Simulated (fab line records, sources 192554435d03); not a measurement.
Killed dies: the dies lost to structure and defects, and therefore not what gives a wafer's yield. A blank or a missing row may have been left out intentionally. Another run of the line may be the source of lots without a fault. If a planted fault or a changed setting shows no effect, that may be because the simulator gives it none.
A lot that was struck, set against a sound lot -- flow n5_finfet -- 43 steps out of a route of 1938
Sound: the wafers L924.3, L924.5, L924.6. Struck: wafer L934.5. (L934.1 of the same lot was not struck and is left out.) The cause comes at the end.
Order at every step that has rows: each side's tool, ch and its chambers, its first start. Under that, the readings that differ: sound wafers -- struck wafers -- difference of the means -- sigmas: that difference in standard deviations of wafers without a fault.
alike: same words and numbers on both sides, and readings whose means sit less than 2 such deviations apart. not compared: any withheld reading, any reading some wafer has no value for, any bound like >300 that may hide the same value, and any number with overlapping values for which the record gives no deviation.
Wherever a step has rows on one side only, a row that says differs or no value, or a row with sigmas, the two part there. Numbers that have no deviation but don't overlap get no sigmas and don't part them. A reading missing from all wafers of one side parts the sides only when that side holds two or more wafers.

first, 2 steps without rows for these wafers: N5_HKMG_FIN_STRIP_93 (strips SOC in N2/H2, time 20 s); N5_HKMG_FIN_WET_ETCH_76 (etches Al2O3 in dNH4OH, stops on La2O3, target depth 2.25 nm, rinse time 30 s).
N5_HKMG_FIN_STRIP_60: strips in N2/H2, time 360 s.
  sound on plasma_asher-02 ch 0,1, day 4 13:58; struck on plasma_asher-01 ch 0, day 7 01:14
  alike: drypump_motor_current_A, h2_flow_sccm, heater_power_w
  not compared: rf_hours_counter_h
then, 9 steps without rows for these wafers: N5_HKMG_FIN_WET_ETCH_77 (etches La2O3 in dHCl, stops on HfO2, target depth 2 nm); N5_HKMG_FIN_WET_ETCH_78 (etches Al2O3 in dNH4OH, stops on La2O3, target depth 4.5 nm, rinse time 30 s); N5_HKMG_FIN_ALD_79 (deposits TiN, target thk 1.5 nm, pulse time 1 s, purge time 3 s); N5_HKMG_FIN_CVD_62 (deposits a-Si from Si2H6, target thk 3 nm, time 20.8 s); N5_HKMG_FIN_RTA_80 (time 2 s); N5_HKMG_FIN_PRECLEAN_64 (cleans in dHF, time 30 s); N5_HKMG_FIN_WET_ETCH_65 (etches a-Si in TMAH, stops on TiN, time 49 s, target depth 3 nm); N5_HKMG_FIN_WET_ETCH_81 (etches TiN in SC1, stops on HfO2, time 57 s, target depth 6 nm); N5_HKMG_FIN_WET_ETCH_82 (etches La2O3 in dHCl, stops on HfO2, target depth 2 nm, rinse time 30 s).
N5_HKMG_FIN_ALD_36: deposits TiN, target thk 1 nm, pulse time 1 s, purge time 3 s.
  sound on ald_metal-01 ch 0,1, day 4 15:05; struck on ald_metal-02 ch 2, day 7 02:35
reading,sound,struck,difference,sigmas
ald_cycles,47 47 47,60,+13,
  alike: heater_power_w, precursor_pulse_height_rel
N5_HKMG_FIN_THK_MEAS_70: measures by xrf.
  struck on film_metro-02, day 7 02:52; sound on film_metro-02, day 4 15:22
  alike: HK_THK
then, 9 steps without rows for these wafers: N5_HKMG_FIN_PWFM_ALD_03 (deposits TiN, target thk 2 nm, pulse time 1 s, purge time 3 s); N5_HKMG_FIN_COAT_29 (time 60 s, resist thk 300 nm); N5_HKMG_FIN_COAT_30 (time 60 s, resist thk 35 nm); N5_HKMG_FIN_COAT_06 (resist thk 90 nm); N5_HKMG_FIN_EBR_08; N5_HKMG_FIN_SOFTBAKE_07 (time 60 s); N5_HKMG_FIN_EXPOSE_09 (exposes mask NWFM); N5_HKMG_FIN_PEB_10 (peb time 60 s); N5_HKMG_FIN_DEVELOP_11 (develop time 30 s).
N5_HKMG_FIN_CD_MEAS_12 targets a cd of 92.8 nm.
  sound on cd_sem-03 ch 0, day 4 16:17; struck on cd_sem-03 ch 0, day 7 03:44
  alike: cd_nm
N5_HKMG_FIN_OVL_MEAS_13:
  sound on overlay-02 ch 0, day 4 16:19; struck on overlay-01 ch 0, day 7 03:47
  alike: NWFM_OVL
N5_HKMG_FIN_INSPECT_14: inspects for defects (macro).
  struck on defect_inspect-02, day 7 03:48; sound on defect_inspect-02, day 4 16:20
  alike: raw_defect_count
then, 1 step without rows for these wafers: N5_HKMG_FIN_DESCUM_17 (chemistry O2, time 7.9 s).
N5_HKMG_FIN_ETCH_31: etches SiARC in CF4, target depth 45.5 nm, time 75.8 s.
  sound on rie_diel-05 ch 0,1,3, day 4 16:27; struck on rie_diel-01 ch 3, day 7 03:52
  alike: chamber_pressure_mTorr, drypump_motor_current_A, etch_rf_on_time_s, oes_product_au, rf_vpp_V, showerhead_plenum_p_Torr, throttle_valve_pct
  not compared: rf_hours_counter_h
then, 2 steps without rows for these wafers: N5_HKMG_FIN_ETCH_32 (etches SOC in N2/H2, target depth 240 nm, time 300 s); N5_HKMG_FIN_STRIP_33 (strips in N2/H2).
N5_HKMG_FIN_STRIP_34: strips in CF4.
  sound on rie_diel-05 ch 0,1,3, day 4 16:42; struck on rie_diel-01 ch 3, day 7 04:07
  alike: chamber_pressure_mTorr, drypump_motor_current_A, oes_product_au, rf_vpp_V, showerhead_plenum_p_Torr, throttle_valve_pct
  not compared: rf_hours_counter_h
then, 1 step without rows for these wafers: N5_HKMG_FIN_ETCH_35 (etches SOC in N2/H2, target depth 215.8 nm, time 243.4 s).
N5_HKMG_FIN_STRIP_92: strips SOC in N2/H2, time 20 s.
  sound on rie_diel-05 ch 0,1,3, day 4 16:52; struck on rie_diel-01 ch 3, day 7 04:17
reading,sound,struck,difference,sigmas
rf_vpp_V (V),54.1 54.8 53.8,52.0,-2.2,-2
  alike: chamber_pressure_mTorr, drypump_motor_current_A, h2_flow_sccm, oes_product_au, showerhead_plenum_p_Torr, throttle_valve_pct
  not compared: rf_hours_counter_h
then, 8 steps without rows for these wafers: N5_HKMG_FIN_WET_ETCH_18 (etches TiN in SC1, time 55 s, target depth 5.2 nm, rinse time 30 s); N5_HKMG_FIN_STRIP_19 (strips in N2/H2, time 360 s); N5_HKMG_FIN_ALD_91 (deposits TiN, target thk 1 nm, pulse time 1 s, purge time 3 s); N5_HKMG_FIN_COAT_85 (time 60 s, resist thk 300 nm); N5_HKMG_FIN_ETCH_86 (etches SOC in N2/H2, stops on TiN, target depth 393.2 nm); N5_HKMG_FIN_STRIP_89 (strips SOC in N2/H2, time 20 s); N5_HKMG_FIN_WET_ETCH_87 (etches TiN in SC1, time 154.2 s, target depth 4.7 nm, rinse time 30 s); N5_HKMG_FIN_STRIP_88 (strips in N2/H2, time 360 s).
N5_HKMG_FIN_NWFM_ALD_20: deposits TiAlC, target thk 2 nm, pulse time 3 s, purge time 2 s.
  sound on ald_metal-03 ch 1,2,3, day 4 18:29; struck on ald_metal-02 ch 0, day 7 06:05
  alike: heater_power_w, precursor_pulse_height_rel
  not compared: ald_cycles
-- here the record skips 6 days between the struck wafers' starts before and after, leaving off in module HKMG_FIN and picking up in module BEOL_M4 (first step shown: number 1111 of the route) --
N5_BEOL_M4_RC_MEAS_101:
  sound on prober-02 ch 0, day 9 04:32; struck on prober-02 ch 0, day 13 02:02
reading,sound,struck,difference,sigmas
IOFF_P (nA/um),0.207 0.198 0.189,0.286,+0.088,+3
IOFF_P_LIN (nA/um),0.100 0.095 0.094,0.142,+0.046,+4
ION_P (uA/um),467 464 459,485,+22,+3
VT_P (mV),-252 -249 -248,-242,+8,+2
  alike: DIBL_N, DIBL_P, IOFF_N, ION_N, SS_N, SS_P, VT_N

## WHERE THEY PART
Last at N5_BEOL_M4_RC_MEAS_101 as far as this record goes, first at N5_HKMG_FIN_STRIP_92.

WHY: whatever the simulator had introduced
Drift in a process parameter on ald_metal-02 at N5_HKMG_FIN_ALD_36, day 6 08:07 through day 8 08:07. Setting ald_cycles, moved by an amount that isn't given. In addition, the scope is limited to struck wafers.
